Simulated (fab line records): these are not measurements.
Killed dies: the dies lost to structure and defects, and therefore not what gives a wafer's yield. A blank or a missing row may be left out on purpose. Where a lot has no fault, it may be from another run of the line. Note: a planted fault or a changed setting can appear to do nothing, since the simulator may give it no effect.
fab line records	flow n5Finfet
[record] lots = 7	wafers = 39
route steps=1938 shown WELL_APT@26 FIN_SAQP@138 HKMG_FIN@386 GATE_CUT@490 MOL_CONTACT_COAG@542 BEOL_M1@822 BEOL_M3@972 BEOL_M4@1067 BEOL_M6@1194 BEOL_M8@1377 BEOL_M11@1539 BEOL_M13@1696 TV_LITHO@1886 TV_OPEN@1887 PASSIVATION@1936
startH: hours from the record's first day to the start of the lot's first wafer shown	waitH: time in hours since the lot's previous step	" as in the row above	L1.1+2: several wafers, shown together as one row	- value missing, or start not given	* or withheld: withheld	< > ~ a bound
route shown NAME@n: a module of which the file shows steps, and the number in the route of the first	usual: mean/standard deviation of fault-free wafers	same: alike in all rows	chamber/n: place in a boat	sites: per-site readings	_std_site: how widely they spread, as a standard deviation	_edge_site: outer sites' mean less inner sites'	radiusMm: how far each site lies from the wafer's centre	mask NAME#n: copy n	behind: the most recent tool/chamber to have shaped the wafer	hold: the reason the lot was held/the length of the hold in hours/how it ended	device: transistor that didn't switch, given as n, p or np	end of line: tests run on the same wafers once the route is complete	a step without rows: its recipe alone	killed: the dies lost at the first sort to structure and to defects; this is not the yield of the wafer	map: shows each die of a wafer: x if killed, . if not, _ if none is there
set.NAME: the setting that was run; set.NAME@STEP: the one run at that earlier step	model.NAME: the simulator's own value behind a step, which no gauge read
lots where settings were altered on purpose, with a table for each step and a row for each wafer
[[steps]]
[step N5_WELL_APT_DEVELOP_07]
[recipe] developTimeS = 45	rinseLiquid = surfactantRinse	dry = airSpin	devTempC = 21
[step N5_FIN_SAQP_SPACER2_ALD_28]
[recipe] material = SiO2	targetThkA = 81	tempC = 300	aldPrecursorFamily = BDEAS	aldCoReactant = O2-plasma	pulseTimeS = 1	purgeTimeS = 2	coReactantPurgeTimeS = 2	pressureTorr = 2
[step N5_HKMG_FIN_HK_ALD_01]
[recipe] material = HfO2	targetThkA = 16	tempC = withheld	aldPrecursorFamily = HfCl4	aldCoReactant = H2O	pulseTimeS = 3	purgeTimeS = 3	coReactantPurgeTimeS = 2.5	coReactantPulseTimeS = 0.3	aldCycles = 30
[step N5_GATE_CUT_DESCUM_18]
[recipe] chemistry = O2	timeS = 7	sourcePowerW = 50	biasPowerW = 20	pressureMtorr = 20	rfFrequencyHz = 2.712e+07	tempC = 40	resist = CAR-EUV	o2FlowSccm = 225
[step N5_MOL_CONTACT_COAG_PRECLEAN_111]
[recipe] chemistry = NF3:NH3	afsCycles = 1	tempC = 30	timeS = 20	sublimationTempC = 180	sublimationTimeS = 60	pressureTorr = 3	rfPowerW = 30
[step N5_BEOL_M1_SPUTTER_88]
[recipe] material = Cu	targetThkA = 45	tempC = -20	chamberPressurePa = 0.07	powerW = withheld	timeS = 8.29
[step N5_BEOL_M3_ALD_98]
[recipe] material = SiO2	targetThkA = 25	tempC = 100	aldPrecursorFamily = BDEAS	aldCoReactant = O2-plasma	pulseTimeS = 1	coReactantPulseTimeS = 1	purgeTimeS = 2	coReactantPurgeTimeS = 2	aldCycles = 17	pressureTorr = 2
[step N5_BEOL_M4_VIA_ETCH_34]
[recipe] chemistry = C4F6/O2	targetDepthA = 694	maskMaterial = SOC	pressureMtorr = 15	ionEnergyEv = 250	taperDeg = 4	timeS = 65.9	sourceW = 350	biasW = 170	Ar_flow_sccm = 300	C4F6_flow_sccm = 10	O2_flow_sccm = 10
[step N5_BEOL_M6_ILD_DEP_00]
[recipe] material = SiCOH_lowk	targetThkA = 1797.5	tempC = 300	precursor = DEMS/porogen	pressureTorr = 5	rfW = 500	timeS = 33.4
[step N5_BEOL_M8_TRENCH_ETCH_37]
[recipe] chemistry = C4F6/O2	targetDepthA = 934.78	target = SiCOH_lowk	timeS = 31.2	ionEnergyEv = 250	pressureMtorr = 30	sourceW = 345	biasW = 185	Ar_flow_sccm = 300	C4F6_flow_sccm = 10	O2_flow_sccm = 10
[step N5_BEOL_M11_PECVD_70]
[recipe] material = SiO2	targetThkA = 200	tempC = 400	precursor = TEOS/O2	pressureTorr = 5.5	rfW = 450	teosFlowSccm = 53.8	gas = O2	flowSccm = 3000	timeS = 22.7
[step N5_BEOL_M13_TRENCH_ETCH_34]
[recipe] chemistry = C4F8/O2/Ar	target = SiOC	targetDepthA = 4134.7	maskMaterial = SOC	pressureMtorr = 30	sourceW = 3000	biasW = 700	Ar_flow_sccm = 400	C4F8_flow_sccm = 15	O2_flow_sccm = 8	heInnerTorr = 15	heOuterTorr = 30	timeS = 162.6	ionEnergyEv = 250
[step N5_PASSIVATION_DESCUM_12]
[recipe] chemistry = O2	timeS = 7.9	sourcePowerW = 50	biasPowerW = 20	pressureMtorr = 20	rfFrequencyHz = 2.712e+07	tempC = 40	o2FlowSccm = 225
[step N5_PASSIVATION_PASS_ETCH_74]
[recipe] chemistry = CF4/O2	target = SiNx	targetDepthA = 2200	timeS = 110	ionEnergyEv = 100	pressureMtorr = 40	sourceW = 535	biasW = 49	Ar_flow_sccm = 100	cf4FlowSccm = 100	O2_flow_sccm = 10
[step N5_PASSIVATION_PROBE_49]
[usual] killed_at_M4_up = 13/5.2	killedAtOther = 4/3	killedDies = 101/20	killedOnRim = 13/4.1
lot.wafer	tool	chamber	startH	waitH	set.developTimeS@WELL_APT_DEVELOP_07	set.targetThkA@FIN_SAQP_SPACER2_ALD_28	set.aldCycles@HKMG_FIN_HK_ALD_01	set.timeS@GATE_CUT_DESCUM_18	set.timeS@MOL_CONTACT_COAG_PRECLEAN_111	set.targetThkA@BEOL_M1_SPUTTER_88	set.aldCycles@BEOL_M3_ALD_98	set.targetDepthA@BEOL_M4_VIA_ETCH_34	set.targetThkA@BEOL_M6_ILD_DEP_00	set.timeS@BEOL_M8_TRENCH_ETCH_37	set.timeS@BEOL_M11_PECVD_70	set.timeS@BEOL_M13_TRENCH_ETCH_34	set.timeS@PASSIVATION_DESCUM_12	set.targetDepthA@PASSIVATION_PASS_ETCH_74	killed_at_M4_up	killedAtOther	killedDies	killedOnRim
L074.1	prober-02	-	288.05	0.0	45	81	30	7	20	45	17	1000	1406	31.2	22.7	125.8	6.528	2200	17	0	111	17
L074.2	prober-02	-	288.10	0.1	45	81	30	7	15.25	45	26	694	1797.5	31.2	22.7	162.6	6.528	2200	23	1	94	8
L074.3	prober-02	-	288.15	0.1	56.56	119.7	30	7	15.25	45	26	694	1406	31.2	22.7	125.8	7.9	1506	19	9	106	17
L074.4	prober-02	-	288.20	0.2	56.56	81	30	7	15.25	45	17	1000	1797.5	31.2	22.7	162.6	6.528	1506	15	20	119	21
L074.5	prober-02	-	288.25	0.2	45	119.7	30	7	20	45	26	1000	1797.5	31.2	22.7	125.8	7.9	2200	12	0	91	12
L074.6	prober-02	-	288.30	0.3	56.56	119.7	30	7	20	45	17	694	1406	31.2	22.7	162.6	7.9	1506	23	27	123	19
L078.1	prober-01	-	300.72	0.0	45	81	30	7	20	45	17	989.9	1797.5	38.86	22.7	162.6	9.954	2200	21	1	103	7
L078.2	prober-01	-	300.77	0.1	45	47.69	30	3.735	29.37	45	17	694	1797.5	31.2	22.7	162.6	7.9	2200	14	7	91	12
L078.3	prober-01	-	300.82	0.1	45	47.69	43	7	29.37	45	17	989.9	1797.5	38.86	22.7	210	7.9	2200	9	3	78	4
L078.4	prober-01	-	300.87	0.2	45	81	43	3.735	29.37	57.98	17	989.9	1797.5	31.2	22.7	210	9.954	2200	7	0	72	6
L078.5	prober-01	-	300.92	0.2	45	81	43	3.735	20	57.98	17	694	1797.5	38.86	22.7	162.6	9.954	2200	6	1	74	13
L078.6	prober-01	-	300.97	0.3	45	47.69	30	7	20	57.98	17	694	1797.5	31.2	22.7	210	7.9	2200	12	2	95	10
L083.1	prober-01	-	321.15	0.0	45	81	15	7	26.49	45	26	1095	1797.5	31.2	22.7	162.6	7.9	1154	10	513	603	114
L083.2	prober-01	-	321.20	0.1	61.93	115.2	30	7	20	65.72	17	694	1797.5	31.2	22.7	202.5	7.9	2200	8	3	112	20
L083.3	prober-01	-	321.25	0.1	61.93	81	30	7	26.49	65.72	26	694	1797.5	31.2	22.7	162.6	9.575	2200	12	7	122	22
L083.4	prober-01	-	321.30	0.2	45	115.2	15	7	20	65.72	26	1095	1797.5	31.2	22.7	202.5	7.9	1154	14	648	777	44
L083.5	prober-01	-	321.35	0.2	61.93	81	15	7	20	45	17	694	1797.5	31.2	22.7	162.6	9.575	1154	6	527	641	26
L083.6	prober-01	-	321.40	0.3	45	115.2	30	7	26.49	45	17	1095	1797.5	31.2	22.7	202.5	9.575	2200	11	2	140	25
L080.1	prober-02	-	321.23	0.1	45	81	16	7	11.35	45	17	983.9	1797.5	31.2	22.7	162.6	7.9	983.4	9	973	1034	150
L080.2	prober-02	-	321.28	0.2	45	81	16	7	20	35.7	25	983.9	1797.5	31.2	22.7	162.6	12.52	2200	9	1	97	14
L080.3	prober-02	-	321.33	0.2	45	81	16	7	11.35	35.7	25	694	1797.5	31.2	29.35	162.6	7.9	983.4	9	990	1072	114
L080.4	prober-02	-	321.38	0.3	45	81	30	7	20	45	25	694	933.6	31.2	22.7	162.6	12.52	2200	1097	3	1151	148
L080.5	prober-02	-	321.43	0.3	45	81	30	7	20	35.7	17	694	933.6	31.2	29.35	162.6	12.52	983.4	1099	27	1179	152
L080.6	prober-02	-	321.48	0.4	45	81	30	7	11.35	45	17	983.9	933.6	31.2	29.35	162.6	7.9	2200	1039	3	1090	147
L092.1	prober-01	-	378.54	0.0	45	81	30	7	20	45	17	694	1797.5	31.2	26.26	123.5	11.46	2825	6	6	78	15
L092.2	prober-01	-	378.59	0.1	45	81	30	8.219	20	45	17	694	988.3	21.05	22.7	162.6	11.46	2200	1082	2	1162	149
L092.3	prober-01	-	378.64	0.1	52.51	123.7	30	8.219	20	34.74	17	694	988.3	31.2	22.7	162.6	7.9	2825	968	2	1035	148
L092.4	prober-01	-	378.69	0.2	52.51	123.7	38	7	20	45	17	694	1797.5	21.05	22.7	123.5	7.9	2200	42	8	139	15
L092.5	prober-01	-	378.74	0.2	45	123.7	38	7	20	34.74	17	694	988.3	31.2	26.26	123.5	11.46	2200	980	5	1046	150
L092.6	prober-01	-	378.79	0.3	52.51	81	38	8.219	20	34.74	17	694	1797.5	21.05	26.26	162.6	7.9	2825	33	2	130	28
L090.1	prober-02	-	385.93	0.0	45	81	30	7	10.22	45	17	694	918.1	31.2	22.7	117	7.9	2200	1089	2	1159	146
L090.2	prober-02	-	385.98	0.1	30.16	81	30	10.91	20	45	22	694	918.1	15.57	22.7	162.6	7.9	2200	1100	6	1175	152
L090.3	prober-02	-	386.03	0.1	45	81	44	7	20	45	17	694	1797.5	15.57	22.7	117	6.661	2200	754	7	834	123
L090.4	prober-02	-	386.08	0.2	30.16	81	44	10.91	20	20.6	22	694	1797.5	31.2	22.7	117	7.9	2200	18	4	93	19
L090.5	prober-02	-	386.13	0.2	45	81	30	10.91	10.22	20.6	17	694	1797.5	15.57	22.7	162.6	6.661	2200	1057	8	1149	139
L090.6	prober-02	-	386.18	0.3	30.16	81	44	7	10.22	20.6	22	694	918.1	31.2	22.7	162.6	6.661	2200	1076	3	1165	151
L095.1	prober-02	-	410.60	0.0	45	81	30	7	20	45	17	694	1797.5	31.2	22.7	162.6	7.9	2200	13	15	116	11
L095.3	prober-02	-	410.70	0.1	45	81	30	7	20	45	17	694	1797.5	31.2	22.7	162.6	7.9	2200	12	2	107	12
L095.5	prober-02	-	410.80	0.2	45	81	30	7	20	45	17	694	1797.5	31.2	22.7	162.6	7.9	2200	13	9	80	12
// killed by level:class
L074.1 STI_FIN_REVEAL:geometricParticle:open=16 FIN_SAQP:geometricParticle:short=12 FIN_SAQP:geometricParticle:open=11 BEOL_M1:geometricParticle:open=7 MOL_CONTACT_COAG:geometricParticle:open=7 BEOL_M4:geometricParticle:open=5 STI_FIN_REVEAL:geometricParticle:short=5 BEOL_M0_SAQP:geometricParticle:short=5
L074.2 BEOL_M1:geometricParticle:open=11 BEOL_M4:geometricParticle:open=10 FIN_SAQP:geometricParticle:short=7 MOL_CONTACT_COAG:geometricParticle:open=6 STI_FIN_REVEAL:geometricParticle:open=6 FIN_SAQP:geometricParticle:open=4 BEOL_M2:geometricParticle:open=4 BEOL_M3:geometricParticle:open=4
L074.3 BEOL_M3:geometricParticle:open=9 BEOL_M1:geometricParticle:open=9 MOL_CONTACT_COAG:geometricParticle:open=8 TV_OPEN:areaEtch=8 FIN_SAQP:geometricParticle:short=7 FIN_SAQP:geometricParticle:open=7 GATE_CUT:geometricParticle:open=6 DUMMY_GATE:geometricParticle:open=5
L074.4 TV_OPEN:areaEtch=15 BEOL_M1:geometricParticle:open=14 STI_FIN_REVEAL:geometricParticle:open=12 BEOL_M0_SAQP:geometricParticle:open=8 FIN_SAQP:geometricParticle:short=6 BEOL_M0_SAQP:geometricParticle:short=6 DUMMY_GATE:geometricParticle:open=5 STI_FIN_REVEAL:geometricParticle:short=4
L074.5 STI_FIN_REVEAL:geometricParticle:open=13 BEOL_M1:geometricParticle:open=9 BEOL_M0_SAQP:geometricParticle:open=7 FIN_SAQP:geometricParticle:open=6 FIN_SAQP:geometricParticle:short=6 BEOL_M2:geometricParticle:short=6 BEOL_M3:geometricParticle:open=5 MOL_CONTACT_COAG:geometricParticle:open=4
L074.6 TV_OPEN:areaEtch=27 BEOL_M0_SAQP:geometricParticle:short=12 FIN_SAQP:geometricParticle:open=10 FIN_SAQP:geometricParticle:short=8 BEOL_M0_SAQP:geometricParticle:open=8 STI_FIN_REVEAL:geometricParticle:open=7 BEOL_M1:geometricParticle:open=6 BEOL_M4:geometricParticle:open=6
L078.1 FIN_SAQP:geometricParticle:short=13 BEOL_M0_SAQP:geometricParticle:short=12 BEOL_M0_SAQP:geometricParticle:open=8 BEOL_M4:geometricParticle:open=8 FIN_SAQP:geometricParticle:open=7 STI_FIN_REVEAL:geometricParticle:open=7 BEOL_M3:geometricParticle:open=4 BEOL_M5:geometricParticle:open=4
L078.2 MOL_CONTACT_COAG:geometricParticle:open=13 FIN_SAQP:geometricParticle:short=7 GATE_CUT:geometricParticle:short=6 GATE_CUT:geometricParticle:open=6 MOL_CONTACT_COAG:geometricParticle:short=5 STARTING-WAFER:geometricParticle:short=5 STARTING-WAFER:geometricParticle:open=5 FIN_SAQP:geometricParticle:open=4
L078.3 BEOL_M3:geometricParticle:open=10 FIN_SAQP:geometricParticle:short=8 MOL_CONTACT_COAG:geometricParticle:open=8 BEOL_M0_SAQP:geometricParticle:open=7 STARTING-WAFER:geometricParticle:short=5 BEOL_M0_SAQP:geometricParticle:short=5 FIN_SAQP:geometricParticle:open=4 BEOL_M4:geometricParticle:open=4
L078.4 FIN_SAQP:geometricParticle:short=7 STI_FIN_REVEAL:geometricParticle:open=7 BEOL_M0_SAQP:geometricParticle:open=7 BEOL_M1:geometricParticle:open=6 STARTING-WAFER:geometricParticle:open=6 BEOL_M0_SAQP:geometricParticle:short=5 BEOL_M3:geometricParticle:open=5 MOL_CONTACT_COAG:geometricParticle:open=3
L078.5 MOL_CONTACT_COAG:geometricParticle:open=14 FIN_SAQP:geometricParticle:open=11 FIN_SAQP:geometricParticle:short=6 STI_FIN_REVEAL:geometricParticle:open=6 BEOL_M0_SAQP:geometricParticle:short=6 BEOL_M0_SAQP:geometricParticle:open=6 MOL_CONTACT_COAG:geometricParticle:short=3 STARTING-WAFER:geometricParticle:open=3
L078.6 BEOL_M3:geometricParticle:open=10 FIN_SAQP:geometricParticle:short=8 STI_FIN_REVEAL:geometricParticle:open=8 MOL_CONTACT_COAG:geometricParticle:open=8 FIN_SAQP:geometricParticle:open=6 GATE_CUT:geometricParticle:short=5 BEOL_M1:geometricParticle:short=5 BEOL_M0_SAQP:geometricParticle:short=4
L083.1 TV_OPEN:areaEtch=507 MOL_CONTACT_COAG:geometricParticle:open=12 FIN_SAQP:geometricParticle:short=11 GATE_CUT:geometricParticle:short=9 STI_FIN_REVEAL:geometricParticle:open=5 GATE_CUT:geometricParticle:open=5 BEOL_M3:geometricParticle:open=5 DUMMY_GATE:geometricParticle:open=4
L083.2 STI_FIN_REVEAL:geometricParticle:open=23 BEOL_M0_SAQP:geometricParticle:short=9 MOL_CONTACT_COAG:geometricParticle:open=7 BEOL_M3:geometricParticle:open=7 DUMMY_GATE:geometricParticle:open=6 FIN_SAQP:geometricParticle:short=5 BEOL_M0_SAQP:geometricParticle:open=5 STI_FIN_REVEAL:geometricParticle:short=4
L080.1 TV_OPEN:areaEtch=966 BEOL_M0_SAQP:geometricParticle:open=11 GATE_CUT:geometricParticle:short=8 BEOL_M0_SAQP:geometricParticle:short=8 FIN_SAQP:geometricParticle:open=3 FIN_SAQP:geometricParticle:short=3 BEOL_M8:geometricParticle:open=3 MOL_CONTACT_COAG:geometricParticle:open=3
L083.3 MOL_CONTACT_COAG:geometricParticle:open=13 BEOL_M0_SAQP:geometricParticle:open=13 STI_FIN_REVEAL:geometricParticle:open=10 HKMG_FIN:areaEtch=9 GATE_CUT:geometricParticle:short=8 DUMMY_GATE:geometricParticle:open=6 BEOL_M0_SAQP:geometricParticle:short=6 GATE_CUT:geometricParticle:open=5
L080.2 MOL_CONTACT_COAG:geometricParticle:open=15 FIN_SAQP:geometricParticle:short=10 BEOL_M0_SAQP:geometricParticle:open=8 BEOL_M0_SAQP:geometricParticle:short=7 DUMMY_GATE:geometricParticle:open=6 FIN_SAQP:geometricParticle:open=5 BEOL_M3:geometricParticle:short=5 MOL_CONTACT_COAG:geometricParticle:short=4
L083.4 TV_OPEN:areaEtch=642 MOL_CONTACT_COAG:geometricParticle:open=26 STI_FIN_REVEAL:geometricParticle:open=21 BEOL_M1:geometricParticle:open=11 BEOL_M3:geometricParticle:open=9 BEOL_M0_SAQP:geometricParticle:short=8 FIN_SAQP:geometricParticle:open=6 MOL_CONTACT_COAG:geometricParticle:short=6
L080.3 TV_OPEN:areaEtch=989 BEOL_M3:geometricParticle:short=9 MOL_CONTACT_COAG:geometricParticle:open=8 FIN_SAQP:geometricParticle:open=6 BEOL_M1:geometricParticle:open=6 BEOL_M3:geometricParticle:open=6 BEOL_M0_SAQP:geometricParticle:open=5 FIN_SAQP:geometricParticle:short=4
L083.5 TV_OPEN:areaEtch=522 BEOL_M0_SAQP:geometricParticle:short=14 BEOL_M0_SAQP:geometricParticle:open=13 STI_FIN_REVEAL:geometricParticle:open=9 BEOL_M3:geometricParticle:open=9 MOL_CONTACT_COAG:geometricParticle:open=8 BEOL_M2:geometricParticle:open=7 FIN_SAQP:geometricParticle:open=5
L080.4 BEOL_M6:areaDep=1090 BEOL_M0_SAQP:geometricParticle:open=6 BEOL_M3:geometricParticle:open=6 MOL_CONTACT_COAG:geometricParticle:open=5 BEOL_M3:geometricParticle:short=5 BEOL_M0_SAQP:geometricParticle:short=4 BEOL_M2:geometricParticle:open=4 FIN_SAQP:geometricParticle:open=3
L083.6 MOL_CONTACT_COAG:geometricParticle:open=20 STI_FIN_REVEAL:geometricParticle:open=11 MOL_CONTACT_COAG:geometricParticle:short=10 BEOL_M2:geometricParticle:open=10 HKMG_FIN:areaEtch=10 GATE_CUT:geometricParticle:open=8 BEOL_M3:geometricParticle:open=8 BEOL_M0_SAQP:geometricParticle:open=7
L080.5 BEOL_M6:areaDep=1089 TV_OPEN:areaEtch=25 DUMMY_GATE:geometricParticle:open=7 BEOL_M0_SAQP:geometricParticle:short=6 BEOL_M5:geometricParticle:open=5 BEOL_M3:geometricParticle:open=4 FIN_SAQP:geometricParticle:open=3 FIN_SAQP:geometricParticle:short=3
L080.6 BEOL_M6:areaDep=1028 FIN_SAQP:geometricParticle:open=11 GATE_CUT:geometricParticle:short=8 MOL_CONTACT_COAG:geometricParticle:open=4 BEOL_M4:geometricParticle:open=3 STARTING-WAFER:geometricParticle:short=3 FIN_SAQP:geometricParticle:short=2 STI_FIN_REVEAL:geometricParticle:open=2
L092.1 HKMG_FIN:areaEtch=8 FIN_SAQP:geometricParticle:short=7 BEOL_M0_SAQP:geometricParticle:short=7 STI_FIN_REVEAL:geometricParticle:open=6 MOL_CONTACT_COAG:geometricParticle:open=5 BEOL_M0_SAQP:geometricParticle:open=5 STI_FIN_REVEAL:geometricParticle:short=3 DUMMY_GATE:geometricParticle:open=3
L092.2 BEOL_M6:areaDep=1069 FIN_SAQP:geometricParticle:short=12 BEOL_M2:geometricParticle:open=11 FIN_SAQP:geometricParticle:open=7 BEOL_M0_SAQP:geometricParticle:open=7 STI_FIN_REVEAL:geometricParticle:open=6 MOL_CONTACT_COAG:geometricParticle:open=6 MOL_CONTACT_COAG:geometricParticle:short=5
L092.3 BEOL_M6:areaDep=950 FIN_SAQP:geometricParticle:open=10 FIN_SAQP:geometricParticle:short=9 BEOL_M2:geometricParticle:open=8 MOL_CONTACT_COAG:geometricParticle:open=7 BEOL_M4:geometricParticle:open=7 GATE_CUT:geometricParticle:short=4 BEOL_M0_SAQP:geometricParticle:open=4
L092.4 BEOL_M8:areaEcd=23 BEOL_M0_SAQP:geometricParticle:short=18 BEOL_M4:geometricParticle:open=11 BEOL_M0_SAQP:geometricParticle:open=10 STI_FIN_REVEAL:geometricParticle:open=9 STARTING-WAFER:geometricParticle:short=7 MOL_CONTACT_COAG:geometricParticle:open=6 BEOL_M1:geometricParticle:open=6
L092.5 BEOL_M6:areaDep=968 BEOL_M0_SAQP:geometricParticle:open=10 STI_FIN_REVEAL:geometricParticle:open=8 BEOL_M4:geometricParticle:open=7 BEOL_M3:geometricParticle:open=6 FIN_SAQP:geometricParticle:short=5 FIN_SAQP:geometricParticle:open=4 MOL_CONTACT_COAG:geometricParticle:open=4
L092.6 BEOL_M8:areaEcd=22 STI_FIN_REVEAL:geometricParticle:open=12 HKMG_FIN:areaEtch=11 MOL_CONTACT_COAG:geometricParticle:open=10 FIN_SAQP:geometricParticle:short=8 BEOL_M0_SAQP:geometricParticle:short=7 BEOL_M3:geometricParticle:open=6 BEOL_M0_SAQP:geometricParticle:open=6
L090.1 BEOL_M6:areaDep=1079 FIN_SAQP:geometricParticle:short=11 FIN_SAQP:geometricParticle:open=9 STI_FIN_REVEAL:geometricParticle:open=8 MOL_CONTACT_COAG:geometricParticle:open=7 BEOL_M1:geometricParticle:open=6 BEOL_M0_SAQP:geometricParticle:short=6 BEOL_M4:geometricParticle:open=6
L090.2 BEOL_M6:areaDep=1077 FIN_SAQP:geometricParticle:short=12 STI_FIN_REVEAL:geometricParticle:open=12 MOL_CONTACT_COAG:geometricParticle:open=10 BEOL_M8:areaEcd=7 FIN_SAQP:geometricParticle:open=5 BEOL_M5:geometricParticle:open=5 BEOL_M4:geometricParticle:short=4
L090.3 BEOL_M8:areaEcd=739 FIN_SAQP:geometricParticle:short=15 FIN_SAQP:geometricParticle:open=9 BEOL_M0_SAQP:geometricParticle:short=9 BEOL_M0_SAQP:geometricParticle:open=6 MOL_CONTACT_COAG:geometricParticle:open=5 BEOL_M5:geometricParticle:open=5 BEOL_M3:geometricParticle:open=4
L090.4 STI_FIN_REVEAL:geometricParticle:open=9 MOL_CONTACT_COAG:geometricParticle:open=8 FIN_SAQP:geometricParticle:open=7 FIN_SAQP:geometricParticle:short=6 BEOL_M3:geometricParticle:open=6 BEOL_M2:geometricParticle:open=5 BEOL_M0_SAQP:geometricParticle:open=5 BEOL_M0_SAQP:geometricParticle:short=5
L090.5 BEOL_M8:areaEcd=1045 MOL_CONTACT_COAG:geometricParticle:open=16 FIN_SAQP:geometricParticle:open=9 STI_FIN_REVEAL:geometricParticle:open=7 BEOL_M3:geometricParticle:open=6 BEOL_M4:geometricParticle:open=6 FIN_SAQP:geometricParticle:short=5 BEOL_M0_SAQP:geometricParticle:open=5
L090.6 BEOL_M6:areaDep=1063 FIN_SAQP:geometricParticle:open=14 FIN_SAQP:geometricParticle:short=9 DUMMY_GATE:geometricParticle:open=9 BEOL_M2:geometricParticle:open=8 STI_FIN_REVEAL:geometricParticle:open=7 BEOL_M0_SAQP:geometricParticle:open=5 BEOL_M4:geometricParticle:open=5
L095.1 STI_FIN_REVEAL:geometricParticle:open=22 FIN_SAQP:geometricParticle:short=7 MOL_CONTACT_COAG:geometricParticle:open=7 BEOL_M4:geometricParticle:open=7 DUMMY_GATE:geometricParticle:open=6 BEOL_M0_SAQP:geometricParticle:short=6 STI_FIN_REVEAL:geometricParticle:short=5 PAD_METAL:geometricParticle:open=4
L095.3 MOL_CONTACT_COAG:geometricParticle:open=16 BEOL_M1:geometricParticle:open=10 BEOL_M0_SAQP:geometricParticle:short=9 STI_FIN_REVEAL:geometricParticle:open=7 FIN_SAQP:geometricParticle:open=6 FIN_SAQP:geometricParticle:short=5 DUMMY_GATE:geometricParticle:open=5 BEOL_M2:geometricParticle:open=4
L095.5 MOL_CONTACT_COAG:geometricParticle:open=14 BEOL_M1:geometricParticle:open=8 BEOL_M0_SAQP:geometricParticle:open=7 STI_FIN_REVEAL:geometricParticle:open=5 BEOL_M2:geometricParticle:open=5 DUMMY_GATE:geometricParticle:open=3 BEOL_M0_SAQP:geometricParticle:short=3 BEOL_M4:geometricParticle:open=3
[[key]]
[split] step = N5_WELL_APT_DEVELOP_07	setting = developTimeS	statedAs = 45
response none clear
[split] step = N5_FIN_SAQP_SPACER2_ALD_28	setting = targetThkA	statedAs = 81
response none clear
[split] step = N5_HKMG_FIN_HK_ALD_01	setting = aldCycles	statedAs = 30
response none clear
[split] step = N5_GATE_CUT_DESCUM_18	setting = timeS	statedAs = 7
response none clear
[split] step = N5_MOL_CONTACT_COAG_PRECLEAN_111	setting = timeS	statedAs = 20
response none clear
[split] step = N5_BEOL_M1_SPUTTER_88	setting = targetThkA	statedAs = 45
response none clear
[split] step = N5_BEOL_M3_ALD_98	setting = aldCycles	statedAs = 17
response none clear
[split] step = N5_BEOL_M4_VIA_ETCH_34	setting = targetDepthA	statedAs = 694
response none clear
[split] step = N5_BEOL_M6_ILD_DEP_00	setting = targetThkA	statedAs = 1797.5
[response] step = N5_PASSIVATION_PROBE_49	reading = killed_at_M4_up	slope = -18.2	per = 1%	togetherWith = all	explained = 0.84
[response] step = N5_PASSIVATION_PROBE_49	reading = killedDies	slope = -14.4	per = 1%	togetherWith = all	explained = 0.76
[response] step = N5_PASSIVATION_PROBE_49	reading = killedOnRim	slope = -1.96	per = 1%	togetherWith = all	explained = 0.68
[split] step = N5_BEOL_M8_TRENCH_ETCH_37	setting = timeS	statedAs = 31.2
response none clear
[split] step = N5_BEOL_M11_PECVD_70	setting = timeS	statedAs = 22.7
response none clear
[split] step = N5_BEOL_M13_TRENCH_ETCH_34	setting = timeS	statedAs = 162.6
response none clear
[split] step = N5_PASSIVATION_DESCUM_12	setting = timeS	statedAs = 7.9
response none clear
[split] step = N5_PASSIVATION_PASS_ETCH_74	setting = targetDepthA	statedAs = 2200
[response] step = N5_PASSIVATION_PROBE_49	reading = killedAtOther	slope = -7.34	per = 1%	togetherWith = all	explained = 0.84
